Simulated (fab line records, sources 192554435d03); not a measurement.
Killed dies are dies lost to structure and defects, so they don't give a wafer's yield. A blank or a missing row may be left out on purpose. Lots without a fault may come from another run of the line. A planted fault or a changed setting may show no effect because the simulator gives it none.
fab line records | flow n5_finfet
record lots=24 wafers=72 last_day=18
route steps=1938 shown BEOL_M3@931
lots that met no fault: from a run of the same line without faults
start_h: hours from the record's first day to the start of the lot's first wafer shown | wait_h: hours since the lot's step before | " the same as in the row above | L1.1+2: a row that stands for several wafers | - no value, or no start given | * or withheld: withheld | < > ~ a bound
route shown NAME@n: a module of which the file shows steps, and the number in the route of the first | usual: mean/standard deviation of fault-free wafers | same: alike in all rows | chamber/n: place in a boat | sites: the reading at each site | _std_site: their standard deviation | _edge_site: outer sites' mean less inner sites' | radius_mm: how far each site lies from the wafer's centre | mask NAME#n: copy n | behind: the tool/chamber that last shaped the wafer | hold: why the lot was held/for how many hours/how that ended | device: the transistor (n, p or np) that didn't switch | end of line: the same wafers' tests at the end of the route | a step without rows: its recipe alone | killed: dies lost to structure and defects at the first sort, not the wafer's yield | map: a wafer's dies, x killed, . not, _ none there
set.NAME: the setting as run; set.NAME@STEP: as run at that earlier step | model.NAME: the simulator's own value behind a step, which no gauge read
steps of the route over a sample of lots; a table a step, a row a wafer
services: from which hour (start_h, from the record's first day; less than 0 if before it) a tool's chamber was out of use, for how many hours, and why
## steps
# step N5_BEOL_M3_ILD_DEP_00
# recipe material=SiOC target_thk_a=790 temp_c=350 precursor=DEMS/O2 pressure_torr=5 rf_w=500 time_s=15.3
# usual heater_power_w=502/43 rf_fwd_power_W=492.7/2.9 showerhead_plenum_p_Torr=5.693/0.016 susceptor_temp_C=349.99/0.19 throttle_valve_pct=12.2/1.2
# columns lot.wafer tool chamber start_h wait_h heater_power_w rf_fwd_power_W showerhead_plenum_p_Torr susceptor_temp_C throttle_valve_pct
L074.2 pecvd-04 0 144.66 0.0 524 491.9 5.682 350.25 14.6
L074.3 " 1 " " 493 489.7 5.704 350.15 12.3
L074.5 " 2 " " 550 489.8 5.661 350.02 11.1
L075.1 pecvd-04 1 150.36 0.0 462 490.8 5.694 349.92 12.2
L075.5 " 2 " " 486 489.3 5.663 350.05 11.1
L075.6 " 1 " " 461 491.4 5.701 349.88 12.4
L076.1 pecvd-04 2 152.44 0.0 511 492.3 5.672 349.98 10.8
L076.3 " 0 " " 490 488.7 5.688 350.01 14.4
L076.5 " 1 " " 486 488.8 5.703 349.86 11.9
L077.2 pecvd-04 1 154.06 0.0 483 488.2 5.687 349.75 12.1
L077.5 " 0 " " 521 488.8 5.702 349.95 14.6
L077.6 " 2 " " 550 492.4 5.672 350.21 10.7
L078.3 pecvd-02 0 172.69 0.0 518 492.9 5.682 350.17 13.1
L078.5 " 2 " " 499 494.6 5.698 349.90 12.0
L078.6 " 1 " " 568 498.1 5.718 350.34 12.0
L079.2 pecvd-04 1 177.05 0.0 514 489.8 5.691 349.72 11.9
L079.5 " 0 " " 430 494.0 5.707 350.11 14.4
L079.6 " 2 " " 555 491.3 5.662 349.87 10.7
L080.2 pecvd-02 0 190.62 0.0 539 491.3 5.703 350.27 13.0
L080.3 " 2 " " 489 491.1 5.701 350.02 12.1
L080.6 " 0 " " 550 493.1 5.662 349.69 12.9
L081.1 pecvd-04 1 192.50 0.0 464 490.8 5.680 349.91 12.1
L081.4 " 1 " " 469 488.5 5.709 350.05 12.1
L081.6 " 2 " " 559 494.6 5.678 350.00 11.2
L082.1 pecvd-04 1 195.25 0.0 519 488.8 5.698 350.07 12.1
L082.2 " 2 " " 484 492.6 5.685 350.07 11.1
L082.5 " 1 " " 411 489.7 5.700 349.86 11.7
L083.2 pecvd-04 0 202.52 0.0 481 490.0 5.698 349.76 14.6
L083.5 " 0 " " 471 486.7 5.692 349.84 14.7
L083.6 " 1 " " 426 491.1 5.692 350.05 12.1
L084.1 pecvd-01 0 203.57 0.0 507 499.5 5.723 349.78 12.4
L084.5 " 0 " " 507 497.5 5.711 349.96 12.6
L084.6 " 1 " " 530 495.8 5.695 349.72 11.5
L085.2 pecvd-01 0 207.79 0.0 546 495.7 5.712 349.82 12.4
L085.3 " 0 " " 546 496.9 5.708 349.83 12.5
L085.5 " 1 " " 496 490.7 5.691 349.61 11.3
L086.1 pecvd-01 0 220.56 0.0 577 497.1 5.729 350.00 12.5
L086.5 " 0 " " 589 500.3 5.711 349.91 12.7
L086.6 " 1 " " 498 493.3 5.687 349.96 11.5
L087.2 pecvd-01 0 232.59 0.1 597 496.5 5.716 350.03 12.4
L087.3 " 1 " " 563 494.9 5.690 350.22 11.2
L087.5 " 0 " " 576 497.4 5.723 350.22 12.5
L089.1 pecvd-01 2 239.61 0.0 485 492.2 5.686 350.05 10.3
L089.2 " 0 " " 489 499.1 5.705 349.79 12.5
L089.5 " 1 " " 461 490.4 5.694 349.70 11.4
L088.1 pecvd-04 1 242.97 0.0 434 491.2 5.709 349.88 12.2
L088.3 " 2 " " 537 491.0 5.665 349.86 11.1
L088.5 " 2 " " 542 487.9 5.681 350.04 11.1
L090.1 pecvd-02 2 247.73 0.0 526 493.3 5.697 350.16 12.2
L090.3 " 1 " " 551 497.1 5.714 349.86 12.0
L090.4 " 0 " " 546 493.2 5.687 350.06 13.3
L091.1 pecvd-01 1 252.35 0.0 559 489.1 5.698 350.55 11.1
L091.2 " 0 " " 487 496.6 5.702 349.74 12.6
L091.5 " 2 " " 476 495.0 5.708 349.96 10.3
L092.1 pecvd-02 1 255.21 0.0 586 495.4 5.722 349.81 11.8
L092.2 " 2 " " 498 494.4 5.708 350.18 12.3
L092.3 " 0 " " 540 492.7 5.690 350.28 13.0
L095.2 pecvd-01 1 272.95 0.0 486 491.4 5.677 349.99 11.4
L095.3 " 2 " " 404 495.8 5.689 349.90 10.1
L095.4 " 1 " " 494 493.0 5.684 350.27 11.5
L094.2 pecvd-02 2 274.72 0.0 534 491.7 5.728 350.25 12.0
L094.4 " 1 " " 502 495.0 5.730 349.95 12.1
L094.5 " 2 " " 532 495.2 5.702 350.29 12.2
L093.1 pecvd-04 2 281.60 0.0 542 494.4 5.679 350.01 11.2
L093.4 " 1 " " 515 491.3 5.694 350.02 12.2
L093.5 " 0 " " 457 491.5 5.676 349.87 14.9
L096.2 pecvd-04 2 291.70 0.0 507 491.8 5.675 350.29 11.0
L096.3 " 1 " " 471 488.7 5.687 350.09 12.4
L096.6 " 1 " " 462 487.7 5.698 349.85 12.3
L097.1 pecvd-04 1 301.79 0.0 446 491.2 5.692 349.81 12.0
L097.5 " 1 " " 465 492.2 5.685 349.77 12.3
L097.6 " 2 " " 471 489.7 5.679 350.13 11.1
# step N5_BEOL_M3_INSPECT_13
# recipe mode=adi inspect_instrument=brightfield
# usual raw_defect_count=376/82
# columns lot.wafer tool chamber start_h wait_h raw_defect_count
L074.2 defect_inspect-01 - 146.05 0.0 373
L074.3 " - " " 459
L074.5 " - " " 427
L075.1 defect_inspect-02 - 151.98 0.1 392
L075.5 " - " " 529
L075.6 " - " " 524
L076.1 defect_inspect-02 - 153.31 0.1 342
L076.3 " - " " 377
L076.5 " - " " 517
L077.2 defect_inspect-01 - 156.03 0.0 517
L077.5 " - " " 484
L077.6 " - " " 603
L078.3 defect_inspect-01 - 175.25 0.0 452
L078.5 " - " " 346
L078.6 " - " " 350
L079.2 defect_inspect-01 - 179.56 0.0 253
L079.5 " - " " 309
L079.6 " - " " 396
L080.2 defect_inspect-01 - 191.84 0.0 525
L080.3 " - " " 493
L080.6 " - " " 293
L081.1 defect_inspect-02 - 196.48 0.1 325
L081.4 " - " " 297
L081.6 " - " " 446
L082.1 defect_inspect-01 - 196.94 0.1 267
L082.2 " - " " 351
L082.5 " - " " 317
L083.2 defect_inspect-01 - 203.65 0.0 347
L083.5 " - " " 257
L083.6 " - " " 289
L084.1 defect_inspect-01 - 204.40 0.1 277
L084.5 " - " " 325
L084.6 " - " " 306
L085.2 defect_inspect-01 - 209.00 0.0 550
L085.3 " - " " 393
L085.5 " - " " 287
L086.1 defect_inspect-01 - 223.63 0.1 346
L086.5 " - " " 367
L086.6 " - " " 348
L087.2 defect_inspect-02 - 233.95 0.1 395
L087.3 " - " " 450
L087.5 " - " " 564
L089.1 defect_inspect-01 - 240.33 0.1 313
L089.2 " - " " 343
L089.5 " - " " 366
L088.1 defect_inspect-01 - 243.89 0.1 335
L088.3 " - " " 283
L088.5 " - " " 428
L090.1 defect_inspect-01 - 249.10 0.1 421
L090.3 " - " " 450
L090.4 " - " " 391
L091.1 defect_inspect-02 - 253.24 0.1 274
L091.2 " - " " 359
L091.5 " - " " 438
L092.1 defect_inspect-01 - 257.71 0.1 388
L092.2 " - " " 378
L092.3 " - " " 246
L095.2 defect_inspect-02 - 276.10 0.0 491
L095.3 " - " " 478
L095.4 " - " " 492
L094.2 defect_inspect-02 - 276.57 0.0 400
L094.4 " - " " 309
L094.5 " - " " 299
L093.1 defect_inspect-01 - 282.97 0.1 392
L093.4 " - " " 485
L093.5 " - " " 416
L096.2 defect_inspect-02 - 294.80 0.0 368
L096.3 " - " " 290
L096.6 " - " " 243
L097.1 defect_inspect-01 - 302.91 0.1 369
L097.5 " - " " 319
L097.6 " - " " 294
# step N5_BEOL_M3_HM_OPEN_17
# recipe chemistry=Cl2/BCl3 target_depth_a=200 overetch_a=60 target=TiN mask_material=SOC ion_energy_ev=150 pressure_mtorr=10 icp_w=1000 bias_w=126 Cl2_flow_sccm=53.25 bcl3_flow_sccm=21.75 Ar_flow_sccm=25
# usual drypump_motor_current_A=5.7/0.39 mfc_ar_sccm=25.00/0.071 oes_product_au=0.65/0.089 rf_fwd_power_W=994/3.4 throttle_valve_pct=22.13/0.18
# columns lot.wafer tool chamber start_h wait_h drypump_motor_current_A mfc_ar_sccm oes_product_au rf_fwd_power_W rf_hours_counter_h throttle_valve_pct
L074.2 rie_metal-01 0 146.33 0.0 5.3 25.03 0.52 993 128 21.89
L074.3 " 0 " " 5.3 25.12 0.52 990 - 21.91
L074.5 " 0 " " 5.3 24.95 0.51 993 - 21.89
L075.1 rie_metal-02 1 152.26 0.0 5.3 24.91 0.73 992 15 22.35
L075.5 " 0 " " 5.8 25.03 0.59 993 - 21.97
L075.6 " 1 " " 5.2 24.94 0.74 993 - 22.35
L076.1 rie_metal-03 1 153.60 0.0 5.7 25.09 0.84 997 2 22.23
L076.3 " 1 " " 5.8 25.00 0.84 991 - 22.23
L076.5 " 1 " " 5.7 25.09 0.84 990 - 22.23
L077.2 rie_metal-01 0 156.32 0.0 5.3 24.97 0.52 992 129 21.89
L077.5 " 0 " " 5.4 24.85 0.51 994 - 21.88
L077.6 " 1 " " 6.3 25.11 0.57 996 - 22.03
L078.3 rie_metal-02 0 175.56 0.1 5.8 25.06 0.59 996 - 21.96
L078.5 " 0 " " 5.8 25.12 0.59 997 - 21.99
L078.6 " 1 " " 5.2 25.05 0.72 999 - 22.37
L079.2 rie_metal-03 1 179.84 0.0 5.7 25.00 0.82 997 3 22.23
L079.5 " 1 " " 5.8 24.92 0.81 997 - 22.24
L079.6 " 0 " " 6.2 25.01 0.65 983 - 22.30
L080.2 rie_metal-02 0 192.12 0.0 5.8 24.93 0.59 992 81 21.98
L080.3 " 0 " " 5.8 24.94 0.60 992 - 21.93
L080.6 " 0 " " 5.8 24.95 0.59 995 - 21.99
L081.1 rie_metal-02 1 196.76 0.0 5.3 24.88 0.71 994 17 22.37
L081.4 " 1 " " 5.2 24.93 0.72 989 - 22.36
L081.6 " 0 " " 5.8 24.91 0.60 992 - 21.97
L082.1 rie_metal-02 0 197.23 0.0 5.8 25.02 0.59 995 82 21.99
L082.2 " 1 " " 5.2 25.09 0.71 988 18 22.39
L082.5 " 1 " " 5.2 25.13 0.72 993 - 22.38
L083.2 rie_metal-02 0 203.93 0.0 5.8 24.98 0.59 994 82 22.00
L083.5 " 0 " " 5.8 24.98 0.58 990 - 21.98
L083.6 " 1 " " 5.2 25.13 0.71 993 - 22.35
L084.1 rie_metal-02 1 204.69 0.0 5.3 25.04 0.72 997 18 22.35
L084.5 " 0 " " 5.8 25.07 0.60 989 - 21.97
L084.6 " 1 " " 5.3 25.13 0.72 995 - 22.34
L085.2 rie_metal-02 1 209.58 0.0 5.2 24.96 0.72 994 19 22.35
L085.3 " 0 " " 5.8 25.02 0.59 996 - 21.97
L085.5 " 1 " " 5.3 24.96 0.73 997 - 22.36
L086.1 rie_metal-01 1 224.18 0.0 6.3 24.95 0.55 997 103 22.07
L086.5 " 1 " " 6.3 25.03 0.56 999 - 22.07
L086.6 " 1 " " 6.3 24.86 0.56 996 - 22.04
L087.2 rie_metal-03 1 234.24 0.0 5.7 25.05 0.79 997 8 22.24
L087.3 " 1 " " 5.7 25.01 0.79 995 - 22.24
L087.5 " 0 " " 6.2 25.05 0.66 993 - 22.29
L089.1 rie_metal-01 0 240.61 0.0 5.4 25.08 0.80 992 1 21.90
L089.2 " 1 " " 6.3 25.03 0.55 998 105 22.07
L089.5 " 1 " " 6.3 25.02 0.55 994 - 22.08
L088.1 rie_metal-02 0 244.25 0.0 5.8 25.09 0.59 987 86 21.99
L088.3 " 0 " " 5.8 25.03 0.59 997 - 21.97
L088.5 " 0 " " 5.8 25.00 0.58 993 - 21.96
L090.1 rie_metal-02 0 249.38 0.0 5.8 25.12 0.59 989 86 21.98
L090.3 " 0 " " 5.8 25.08 0.58 989 - 22.01
L090.4 " 1 " " 5.3 24.90 0.69 1000 - 22.40
L091.1 rie_metal-02 1 253.54 0.0 5.2 24.98 0.71 991 22 22.34
L091.2 " 0 " " 5.8 25.04 0.58 991 86 21.99
L091.5 " 1 " " 5.2 24.90 0.70 998 - 22.36
L092.1 rie_metal-02 0 257.99 0.0 5.8 25.01 0.58 992 87 21.99
L092.2 " 1 " " 5.2 24.97 0.70 994 23 22.37
L092.3 " 0 " " 5.8 24.98 0.58 993 - 21.98
L095.2 rie_metal-02 1 276.38 0.0 5.3 24.93 0.70 992 24 22.37
L095.3 " 0 " " 5.8 25.10 0.58 995 - 22.01
L095.4 " 1 " " 5.3 25.00 0.70 999 - 22.37
L094.2 rie_metal-02 0 276.85 0.0 5.8 24.93 0.58 989 88 21.98
L094.4 " 0 " " 5.8 24.88 0.57 993 - 21.99
L094.5 " 1 " " 5.2 24.87 0.69 998 - 22.39
L093.1 rie_metal-01 1 283.26 0.0 6.3 24.95 0.56 995 109 22.05
L093.4 " 1 " " 6.3 25.04 0.55 1000 - 22.07
L093.5 " 0 " " 5.3 24.89 0.79 998 - 21.87
L096.2 rie_metal-01 1 295.17 0.0 6.3 24.96 0.55 997 109 22.06
L096.3 " 0 " " 5.4 24.96 0.77 994 - 21.88
L096.6 " 0 " " 5.3 24.89 0.79 989 - 21.86
L097.1 rie_metal-01 1 303.19 0.0 6.3 25.01 0.55 993 110 22.08
L097.5 " 1 " " 6.3 25.02 0.54 997 - 22.06
L097.6 " 0 " " 5.4 24.95 0.77 993 - 21.89
# step N5_BEOL_M3_CD_MEAS_28
# recipe target_cd_nm=25.7 landing_energy_ev=500 detector=se_inlens target_cd_y_nm=23.3 polarity=opening
# usual cd_nm=25.72/0.25
# columns lot.wafer tool chamber start_h wait_h cd_nm
L074.2 cd_sem-03 0 146.83 - 26.09
L074.3 " 0 " " 25.82
L074.5 " 0 " " 25.83
L075.1 cd_sem-02 0 153.10 - 25.39
L075.5 " 0 " " 25.25
L075.6 " 0 " " 25.28
L076.1 cd_sem-01 0 154.10 - 25.85
L076.3 " 0 " " 25.80
L076.5 " 0 " " 25.56
L077.2 cd_sem-01 0 156.94 - 26.17
L077.5 " 0 " " 25.71
L077.6 " 0 " " 25.65
L078.3 cd_sem-02 0 176.09 - 25.93
L078.5 " 0 " " 25.81
L078.6 " 0 " " 25.69
L079.2 cd_sem-03 0 180.60 - 25.64
L079.5 " 0 " " 25.51
L079.6 " 0 " " 25.56
L080.2 cd_sem-02 0 192.62 - 25.54
L080.3 " 0 " " 25.62
L080.6 " 0 " " 25.35
L081.1 cd_sem-03 0 197.45 - 25.78
L081.4 " 0 " " 25.88
L081.6 " 0 " " 25.78
L082.1 cd_sem-03 0 197.86 - 25.61
L082.2 " 0 " " 25.52
L082.5 " 0 " " 25.67
L083.2 cd_sem-02 0 204.55 - 25.90
L083.5 " 0 " " 25.64
L083.6 " 0 " " 25.82
L084.1 cd_sem-01 0 205.31 - 25.70
L084.5 " 0 " " 25.99
L084.6 " 0 " " 26.02
L085.2 cd_sem-03 0 210.22 - 25.76
L085.3 " 0 " " 25.80
L085.5 " 0 " " 25.94
L086.1 cd_sem-02 0 224.77 - 25.64
L086.5 " 0 " " 25.77
L086.6 " 0 " " 25.69
L087.2 cd_sem-01 0 234.86 - 26.01
L087.3 " 0 " " 26.11
L087.5 " 0 " " 26.07
L089.1 cd_sem-01 0 241.23 - 25.51
L089.2 " 0 " " 25.56
L089.5 " 0 " " 25.51
L088.1 cd_sem-03 0 244.75 - 25.06
L088.3 " 0 " " 25.75
L088.5 " 0 " " 25.28
L090.1 cd_sem-02 0 249.91 - 25.97
L090.3 " 0 " " 26.04
L090.4 " 0 " " 25.73
L091.1 cd_sem-02 0 254.07 - 25.71
L091.2 " 0 " " 26.09
L091.5 " 0 " " 25.72
L092.1 cd_sem-01 0 258.51 - 25.43
L092.2 " 0 " " 25.22
L092.3 " 0 " " 25.77
L095.2 cd_sem-02 0 277.01 - 26.17
L095.3 " 0 " " 26.15
L095.4 " 0 " " 25.61
L094.2 cd_sem-03 0 277.39 - 25.43
L094.4 " 0 " " 26.11
L094.5 " 0 " " 25.89
L093.1 cd_sem-01 0 283.75 - 26.11
L093.4 " 0 " " 25.84
L093.5 " 0 " " 25.62
L096.2 cd_sem-03 0 295.77 - 25.60
L096.3 " 0 " " 25.57
L096.6 " 0 " " 25.51
L097.1 cd_sem-03 0 303.82 - 25.52
L097.5 " 0 " " 25.95
L097.6 " 0 " " 25.67
# step N5_BEOL_M3_DESCUM_33
# recipe chemistry=O2 time_s=7 source_power_w=50 bias_power_w=20 pressure_mtorr=20 rf_frequency_hz=2.712e+07 temp_c=40 resist=CAR-EUV o2_flow_sccm=225
# usual bias_power_w=20.00/0.062 drypump_motor_current_A=5.5/0.37 oes_product_au=0.76/0.071 rf_fwd_power_W=49.40/0.22 rf_vpp_V=243.0/0.99 showerhead_plenum_p_Torr=2.10/0.055 throttle_valve_pct=20.57/0.19
# columns lot.wafer tool chamber start_h wait_h bias_power_w drypump_motor_current_A oes_product_au rf_fwd_power_W rf_hours_counter_h rf_vpp_V showerhead_plenum_p_Torr throttle_valve_pct
L074.2 rie_diel-03 2 146.96 0.0 19.98 5.1 0.67 49.21 239 244.3 2.15 20.33
L074.3 " 1 " " 19.91 5.1 0.78 49.74 143 242.2 2.12 20.64
L074.5 " 3 " " 20.11 5.6 0.77 49.27 - 243.3 2.19 20.76
L075.1 rie_diel-05 0 153.23 0.0 19.92 5.8 0.74 49.37 184 243.3 2.19 20.70
L075.5 " 0 " " 19.90 5.8 0.73 49.46 - 244.8 2.20 20.69
L075.6 " 1 " " 20.02 5.6 0.72 49.31 - 242.3 2.09 20.57
L076.1 rie_diel-04 2 154.23 0.0 20.13 6.5 0.69 49.10 228 241.3 1.98 20.40
L076.3 " 3 " " 19.89 5.0 0.69 49.35 230 242.7 2.08 20.69
L076.5 " 0 " " 20.09 6.1 0.74 49.67 - 242.3 2.09 20.48
L077.2 rie_diel-05 1 157.06 0.0 19.99 5.5 0.72 49.13 184 242.5 2.09 20.56
L077.5 " 2 " " 20.03 5.3 0.73 49.44 - 243.7 2.10 20.41
L077.6 " 1 " " 19.97 5.5 0.71 49.26 - 242.6 2.09 20.56
L078.3 rie_diel-03 3 176.24 0.1 19.99 5.6 0.76 49.28 159 245.4 2.19 20.78
L078.5 " 1 " " 20.01 5.1 0.77 49.69 - 242.8 2.12 20.67
L078.6 " 0 " " 20.10 5.5 0.87 49.25 - 243.0 2.04 20.47
L079.2 rie_diel-03 2 181.05 0.4 20.01 5.1 0.67 49.31 248 244.8 2.14 20.33
L079.5 " 1 " " 20.14 5.1 0.76 49.48 - 242.0 2.12 20.65
L079.6 " 0 " " 20.03 5.4 0.87 49.24 - 242.3 2.04 20.45
L080.2 rie_diel-05 2 192.75 0.0 20.09 5.3 0.73 49.50 180 243.1 2.09 20.41
L080.3 " 3 " " 19.95 5.9 0.75 49.39 166 243.4 2.09 20.51
L080.6 " 0 " " 19.92 5.8 0.73 49.73 - 243.6 2.19 20.72
L081.1 rie_diel-05 2 197.58 0.0 19.98 5.2 0.72 49.23 181 242.8 2.09 20.42
L081.4 " 0 " " 20.03 5.8 0.72 49.29 194 243.5 2.19 20.73
L081.6 " 2 " " 19.96 5.2 0.72 49.28 - 243.5 2.09 20.44
L082.1 rie_diel-03 3 197.98 0.0 20.01 5.6 0.75 49.25 164 245.2 2.18 20.80
L082.2 " 1 " " 19.98 5.1 0.76 49.79 157 243.3 2.11 20.66
L082.5 " 1 " " 19.96 5.1 0.76 49.71 - 243.2 2.11 20.64
L083.2 rie_diel-03 2 204.67 0.0 19.98 5.1 1.01 49.59 0 244.2 2.14 20.06
L083.5 " 3 " " 20.01 5.6 0.75 49.21 - 244.2 2.18 20.80
L083.6 " 2 " " 19.99 5.1 1.01 49.47 - 243.4 2.14 20.06
L084.1 rie_diel-05 2 205.44 0.0 19.99 5.3 0.72 49.86 184 243.2 2.09 20.41
L084.5 " 0 " " 19.98 5.8 0.73 49.35 - 244.2 2.19 20.73
L084.6 " 3 " " 19.97 5.8 0.74 49.73 - 242.4 2.08 20.52
L085.2 rie_diel-03 3 210.34 0.0 19.98 5.6 0.76 48.91 169 244.7 2.18 20.81
L085.3 " 1 " " 19.96 5.1 0.76 49.64 162 242.0 2.11 20.66
L085.5 " 1 " " 19.94 5.1 0.76 49.72 - 242.8 2.11 20.66
L086.1 rie_diel-04 2 224.90 0.0 20.03 6.5 0.68 49.39 245 241.5 1.97 20.43
L086.5 " 2 " " 20.05 6.5 0.68 49.44 - 242.0 1.97 20.44
L086.6 " 1 " " 19.97 5.5 0.78 49.26 - 244.4 2.10 20.78
L087.2 rie_diel-04 1 234.99 0.0 19.94 5.6 0.78 49.26 126 244.5 2.10 20.77
L087.3 " 0 " " 19.98 6.2 0.72 49.32 202 243.7 2.08 20.51
L087.5 " 0 " " 20.04 6.2 0.72 49.50 - 243.4 2.08 20.50
L089.1 rie_diel-05 1 241.36 0.0 20.04 5.6 0.71 49.18 207 243.0 2.08 20.59
L089.2 " 3 " " 19.93 5.8 0.73 49.62 179 242.6 2.08 20.52
L089.5 " 3 " " 19.88 5.8 0.73 49.73 - 243.3 2.08 20.54
L088.1 rie_diel-03 3 244.87 0.0 20.04 5.6 0.74 49.27 179 243.7 2.18 20.85
L088.3 " 0 " " 20.04 5.4 0.84 49.40 76 242.2 2.04 20.48
L088.5 " 0 " " 20.00 5.5 0.85 49.21 - 242.6 2.04 20.49
L090.1 rie_diel-05 3 250.04 0.0 20.01 5.9 0.73 49.43 182 242.9 2.08 20.55
L090.3 " 1 " " 20.08 5.6 0.71 49.25 209 243.6 2.08 20.59
L090.4 " 0 " " 19.91 5.8 0.72 49.67 208 243.3 2.19 20.75
L091.1 rie_diel-04 1 254.20 0.0 20.00 5.5 0.76 49.12 133 243.3 2.10 20.78
L091.2 " 2 " " 20.06 6.6 0.67 49.18 254 241.8 1.97 20.45
L091.5 " 1 " " 20.02 5.6 0.77 49.09 - 243.2 2.10 20.81
L092.1 rie_diel-03 0 258.63 0.0 20.05 5.5 0.84 49.15 80 242.6 2.04 20.49
L092.2 " 3 " " 19.99 5.6 0.74 49.11 183 243.6 2.18 20.83
L092.3 " 2 " " 20.08 5.1 0.94 49.17 16 245.3 2.14 20.07
L095.2 rie_diel-03 0 277.13 0.0 20.13 5.5 0.83 48.98 85 242.4 2.03 20.48
L095.3 " 3 " " 19.99 5.6 0.74 49.46 188 243.4 2.17 20.84
L095.4 " 1 " " 20.05 5.1 0.75 49.63 179 241.9 2.11 20.69
L094.2 rie_diel-05 3 277.55 0.1 19.93 5.8 0.72 49.41 193 242.1 2.08 20.56
L094.4 " 0 " " 19.95 5.8 0.70 49.44 219 244.6 2.18 20.76
L094.5 " 2 " " 19.96 5.2 0.71 49.62 - 242.7 2.08 20.47
L093.1 rie_diel-03 1 283.88 0.0 20.00 5.1 0.75 49.84 181 243.1 2.11 20.70
L093.4 " 3 " " 19.95 5.6 0.74 49.42 189 243.2 2.17 20.84
L093.5 " 0 " " 19.94 5.4 0.83 49.25 - 241.8 2.03 20.49
L096.2 rie_diel-05 0 295.90 0.0 20.07 5.8 0.70 49.18 225 243.4 2.18 20.79
L096.3 " 3 " " 20.04 5.8 0.72 49.60 198 241.2 2.07 20.55
L096.6 " 3 " " 19.99 5.8 0.72 49.52 - 241.9 2.07 20.55
L097.1 rie_diel-03 3 303.94 0.0 20.00 5.6 0.73 49.39 195 242.7 2.17 20.85
L097.5 " 0 " " 19.99 5.4 0.83 49.52 - 242.7 2.03 20.52
L097.6 " 1 " " 19.93 5.1 0.74 49.81 - 240.9 2.10 20.72
# step N5_BEOL_M3_ALD_84
# recipe material=TaN target_thk_a=* temp_c=275 ald_precursor_family=PDMAT ald_co_reactant=NH3 pressure_torr=3 carrier_flow_sccm=1500 pulse_time_s=2 purge_time_s=3 co_reactant_purge_time_s=2 co_reactant_pulse_time_s=3 ald_cycles=30 precursor_vessel_temp_c=75 precursor_vessel_pressure_torr=26.25 precursor_vessel_carrier_sccm=1000
# usual heater_power_w=437/53 susceptor_temp_C=275.04/0.19
# columns lot.wafer tool chamber start_h wait_h heater_power_w susceptor_temp_C
L074.2 ald_metal-03 2 149.79 0.0 414 274.87
L074.3 " 0 " " 381 274.96
L074.5 " 1 " " 439 275.06
L075.1 ald_metal-02 3 156.87 0.0 514 275.12
L075.5 " 1 " " 532 275.18
L075.6 " 0 " " 432 274.81
L076.1 ald_metal-03 0 161.44 0.0 372 274.89
L076.3 " 3 " " 487 275.03
L076.5 " 2 " " 400 274.85
L077.2 ald_metal-01 0 164.81 0.1 424 274.70
L077.5 " 3 " " 457 274.80
L077.6 " 0 " " 424 275.09
L078.3 ald_metal-03 3 179.70 0.0 489 275.25
L078.5 " 1 " " 451 275.01
L078.6 " 0 " " 374 274.98
L079.2 ald_metal-02 2 182.42 0.1 416 275.18
L079.5 " 0 " " 446 275.18
L079.6 " 3 " " 518 275.01
L080.2 ald_metal-03 0 196.83 0.1 365 275.14
L080.3 " 1 " " 427 275.26
L080.6 " 3 " " 482 274.82
L081.1 ald_metal-03 3 200.25 0.0 489 274.91
L081.4 " 1 " " 439 275.03
L081.6 " 3 " " 477 274.91
L082.1 ald_metal-03 3 200.71 0.0 463 275.20
L082.2 " 0 " " 375 275.33
L082.5 " 2 " " 411 275.01
L083.2 ald_metal-02 1 210.04 0.0 534 274.93
L083.5 " 2 " " 416 275.29
L083.6 " 3 " " 503 274.99
L084.1 ald_metal-02 1 214.05 0.0 541 275.44
L084.5 " 3 " " 510 275.26
L084.6 " 0 " " 434 275.18
L085.2 ald_metal-01 0 217.34 0.1 423 274.86
L085.3 " 1 " " 346 275.17
L085.5 " 2 " " 370 275.23
L086.1 ald_metal-02 3 234.45 0.0 501 274.88
L086.5 " 1 " " 530 275.17
L086.6 " 0 " " 431 274.91
L087.2 ald_metal-02 0 240.04 0.0 441 275.12
L087.3 " 3 " " 517 274.98
L087.5 " 1 " " 536 275.13
L089.1 ald_metal-03 2 249.20 0.1 411 274.88
L089.2 " 3 " " 478 274.49
L089.5 " 1 " " 435 274.93
L091.1 ald_metal-01 0 257.69 0.0 417 275.26
L091.2 " 3 " " 462 275.17
L091.5 " 0 " " 423 275.31
L088.1 ald_metal-01 0 258.40 0.3 424 274.92
L088.3 " 1 " " 346 274.96
L088.5 " 2 " " 371 274.76
L090.1 ald_metal-03 2 262.67 0.0 394 275.05
L090.3 " 1 " " 455 274.83
L090.4 " 3 " " 468 275.07
L092.1 ald_metal-02 3 266.74 0.0 504 275.08
L092.2 " 0 " " 447 275.28
L092.3 " 1 " " 508 275.03
L095.2 ald_metal-03 0 278.34 0.0 367 275.36
L095.3 " 1 " " 445 275.56
L095.4 " 3 " " 483 275.27
L094.2 ald_metal-03 1 287.24 0.0 443 274.98
L094.4 " 1 " " 450 275.09
L094.5 " 3 " " 466 274.98
L093.1 ald_metal-01 2 295.13 0.3 367 275.17
L093.4 " 1 " " 345 274.69
L093.5 " 3 " " 457 274.94
L096.2 ald_metal-02 2 304.48 0.3 414 275.18
L096.3 " 1 " " 536 275.08
L096.6 " 1 " " 544 274.87
L097.1 ald_metal-03 2 313.99 0.2 414 274.94
L097.5 " 0 " " 375 275.19
L097.6 " 3 " " 475 274.98
## services
# columns tool chamber start_h hours kind
pecvd-01 - 145.77 0.4 repair
rie_diel-04 3 164.80 1.4 repair
ald_metal-01 0 166.46 3.5 repair
pecvd-01 - 167.41 28.1 pm
ald_metal-01 2 175.13 6.4 repair
pecvd-04 0 185.10 15.7 repair
rie_diel-03 2 186.93 - clean
rie_diel-03 2 186.93 - consumable_replace:focus_ring
pecvd-02 - 193.63 1.1 repair
rie_diel-03 1 194.09 2.4 repair
rie_metal-03 0 196.03 8.7 repair
ald_metal-01 - 209.05 2.8 pm
pecvd-04 2 216.12 - calibration
pecvd-02 2 227.03 2.5 repair
pecvd-04 - 229.60 7.4 repair
rie_diel-03 1 238.76 4.5 repair
ald_metal-02 - 254.02 2.8 pm
rie_metal-03 0 260.76 36.1 repair
pecvd-01 0 272.18 70.1 repair
rie_diel-04 3 285.00 27.2 repair
ald_metal-03 2 285.65 7.0 repair
ald_metal-02 0 290.47 11.3 repair
rie_metal-02 1 294.58 2.0 repair
rie_metal-02 - 299.12 14.6 pm
## key
fault none
